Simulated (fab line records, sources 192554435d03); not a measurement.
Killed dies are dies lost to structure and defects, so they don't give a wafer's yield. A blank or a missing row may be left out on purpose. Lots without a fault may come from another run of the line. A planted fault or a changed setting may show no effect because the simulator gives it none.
Problem report in the 8D (eight disciplines) form, filled by code | flow n5_finfet | the parts of the form that need people (team, actions taken, sign-off) are left out

1. THE PROBLEM
killed_at_M4_up at N5_PASSIVATION_PROBE_49 reads a mean of 131 on 1 wafer of 1 lot; wafers without a fault read 13 with a standard deviation of 5.3. That is +22 standard deviations from the usual mean.
First seen on wafer L579.6, day 14 12:34, on prober-01. The record holds 7 wafers of 3 lots with a number at this step. Rule for "out", or "out of limits": more than 4 standard deviations from the usual mean. The other wafers with a number count as sound.

2. WHAT IT IS AND WHAT IT IS NOT
question                    | is                                                                                                   | is not
which readings at this step | killed_at_M4_up, defect_limited_yield, killed_dies, sort_bin_5_function, sort_n_pass, sort_yield_pct | killed_at_M0_to_M3, killed_at_contacts, killed_at_front_end, killed_at_other, killed_open, killed_short, sort_bin_8_speed
which lots                  | L579                                                                                                 | L578, L587
which wafers of those lots  | all that have a number                                                                               | -
read on which tools         | prober-01                                                                                            | -
when                        | from day 14 12:34                                                                                    | up to then (3 sound wafers); but 3 sound wafers of L587 came after

3. SUSPECTS, AND WHAT RULES EACH OUT
Counting: a tool at a process step up to the reading stays a suspect if it ran every lot that is out and no sound lot after the first of them.
- pvd_sputter-03 at N5_BEOL_M12_SPUTTER_45 (material Cu, target thk 80 nm, time 13.33 s): kept. It ran the lot that is out, L579 (day 12 22:58), and no sound lot after that; its last sound lot up to then is L578 (day 12 11:20).
- rtp_anneal-01 at N5_BEOL_M12_ANNEAL_48 (time 90 s): kept. It ran the lot that is out, L579 (day 12 23:16), and no sound lot after that.
- cmp-02 at N5_BEOL_M12_CMP_49 (polishes, stops on SiOC, t overpolish 20.6 s, target thk 320 nm): ruled out as a lasting fault. Sound lots L587 ran on it after its first lot that is out, L579 (day 12 23:35).
- pecvd-01 at N5_BEOL_M12_DEP_53 (deposits SiCN from 3MS/NH3, target thk 30 nm, time 10.5 s): ruled out as a lasting fault. Sound lots L587 ran on it after its first lot that is out, L579 (day 12 23:53).
- rie_diel-04 at N5_BEOL_M13_DESCUM_15 (chemistry O2, time 7.9 s): kept. It ran the lot that is out, L579 (day 13 00:43), and no sound lot after that.
- plasma_asher-01 at N5_BEOL_M13_STRIP_64 (strips in N2/H2): kept. It ran the lot that is out, L579 (day 13 01:10), and no sound lot after that.
- prober-01 at N5_PASSIVATION_PROBE_49: ruled out as a lasting fault. Sound lots L587 ran on it after its first lot that is out, L579 (day 14 12:34).
Left after counting: pvd_sputter-03 at N5_BEOL_M12_SPUTTER_45, rtp_anneal-01 at N5_BEOL_M12_ANNEAL_48, rie_diel-04 at N5_BEOL_M13_DESCUM_15, plasma_asher-01 at N5_BEOL_M13_STRIP_64.

4. THE CAUSE (what the simulator had put in)
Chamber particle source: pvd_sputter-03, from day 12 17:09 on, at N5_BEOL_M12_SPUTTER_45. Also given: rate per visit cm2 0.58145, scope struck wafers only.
Counting left 4 suspects, and this tool is among them.

5. THE CHAIN OF EFFECTS, in route order
Each row: a reading whose mean over the struck wafers that have a number lies more than 3 standard deviations from the usual. Only readings for which the record gives a usual standard deviation are gone through. hours: the time from each lot's start at the first step in this table that gives one to its start at this step, as a median over the lots. sigmas: the change in usual standard deviations.
hours | step                    | reading              | usual  | on struck wafers | change | sigmas
0     | N5_PASSIVATION_PROBE_49 | defect_limited_yield | 91.5 % | 81.2             | -10.3  | -7.4
0     | N5_PASSIVATION_PROBE_49 | killed_at_M4_up      | 13     | 131              | +118   | +22
0     | N5_PASSIVATION_PROBE_49 | killed_dies          | 100    | 222              | +122   | +7.2
0     | N5_PASSIVATION_PROBE_49 | sort_bin_5_function  | 5.0 %  | 12.0             | +7.0   | +7.5
0     | N5_PASSIVATION_PROBE_49 | sort_n_pass          | 1080   | 958              | -122   | -7.2
0     | N5_PASSIVATION_PROBE_49 | sort_yield_pct       | 91.5 % | 81.2             | -10.3  | -7.4
The process steps in it:
- N5_PASSIVATION_PROBE_49

6. WHAT WOULD HAVE CAUGHT IT SOONER
In this record the first reading out of limits was taken at day 14 12:34, 43 hours after the fault began at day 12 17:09.
Of the tool readings at N5_BEOL_M12_SPUTTER_45 for which the record gives a usual standard deviation, none was out on any struck wafer, so an alarm limit of 4 standard deviations on them would not have fired.
All the lots that are out (1) had begun N5_BEOL_M12_SPUTTER_45 on pvd_sputter-03 by day 14 12:34. A hold on the tool at that time would have spared none of them.
